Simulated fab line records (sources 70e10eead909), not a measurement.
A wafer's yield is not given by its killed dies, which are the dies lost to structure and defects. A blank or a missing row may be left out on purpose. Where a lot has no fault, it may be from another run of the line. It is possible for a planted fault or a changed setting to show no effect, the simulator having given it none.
2 desks, one fault -- flow nand harc -- each desk holds nothing but its own numbers, with what lay behind them at the end

== DESK OF THE TOOL OWNER: arfi scanner-02 ==
The tool's own readings at NHARC_P_M0_EXPOSE_06 (exposes mask P M0, target cd 90 nm): means of the sampled wafers that have a number, for each lot that ran on this tool. A lot is out of limits, marked OUT, if its mean lies more than 4 standard deviations from the usual mean; the brackets give that distance.
Columns: A = exposure dose mJ cm2 at NHARC_P_M0_EXPOSE_06, usual 81.19; B = stage vel mm s at NHARC_P_M0_EXPOSE_06, usual 499.95 mm/s
lot,first seen here,A,B
L258,day 6 01:01,81.19,499.90
L259,day 6 16:13,81.23,499.75
L265,day 9 05:00,81.11,499.84
L267,day 10 01:17,83.91 (+34) OUT,500.02
L272,day 12 03:23,83.36 (+27) OUT,499.54
Finding of this desk: L267, L272 out of limits; the first was L267 at day 10 01:17, on exposure dose mJ cm2 at NHARC_P_M0_EXPOSE_06. Within limits: L258, L259, L265.

== AT THE METROLOGY DESK ==
Lot by lot, what the gauges showed, no matter which tool ran the lot: averages of those sampled wafers that carry a number. A lot is out of limits, marked OUT, if its mean lies more than 4 standard deviations from the usual mean; the brackets give that distance.
Columns: A = cd nm at NHARC_P_CONTACT_CD_MEAS_19, usual 89.7 nm; B = cd nm at NHARC_P_M0_CD_MEAS_09, usual 89.9 nm
lot,first seen here,A,B
L258,day 5 22:03,90.3,90.2
L259,day 6 13:23,88.3,90.3
L261,day 7 04:43,88.3,89.3
L265,day 9 02:10,91.1,89.2
L266,day 9 14:55,90.5,89.7
L267,day 9 22:18,91.2,91.5
L272,day 12 00:22,89.8,91.7
L276,day 13 12:55,89.5,90.2
L277,day 13 13:29,88.4,89.5
L279,day 14 13:53,90.1,90.0
L280,day 14 22:45,88.6,89.1
L281,day 15 13:17,88.1,90.2
This desk's verdict: no lot among the 12 shows anything out of limits.

== TAKEN TOGETHER ==
On L267, L272, at day 10 01:17, an alarm was possible from the tool owner's desk.
Metrology desk: nothing out of limits seen.
The metrology desk has L267, L272 on record, within its limits.
NHARC_P_M0_EXPOSE_06 was run on arfi scanner-02 by each of the lots named.

== WHAT THE SIMULATOR PUT IN ==
Process parameters drifting: arfi scanner-02 at NHARC_P_M0_EXPOSE_06, beginning at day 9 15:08. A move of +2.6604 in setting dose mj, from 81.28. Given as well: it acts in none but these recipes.
Shown lots that were struck: L267, L272.
Hours from the fault's start to each desk's first reading out of limits: the tool owner's desk, 10.
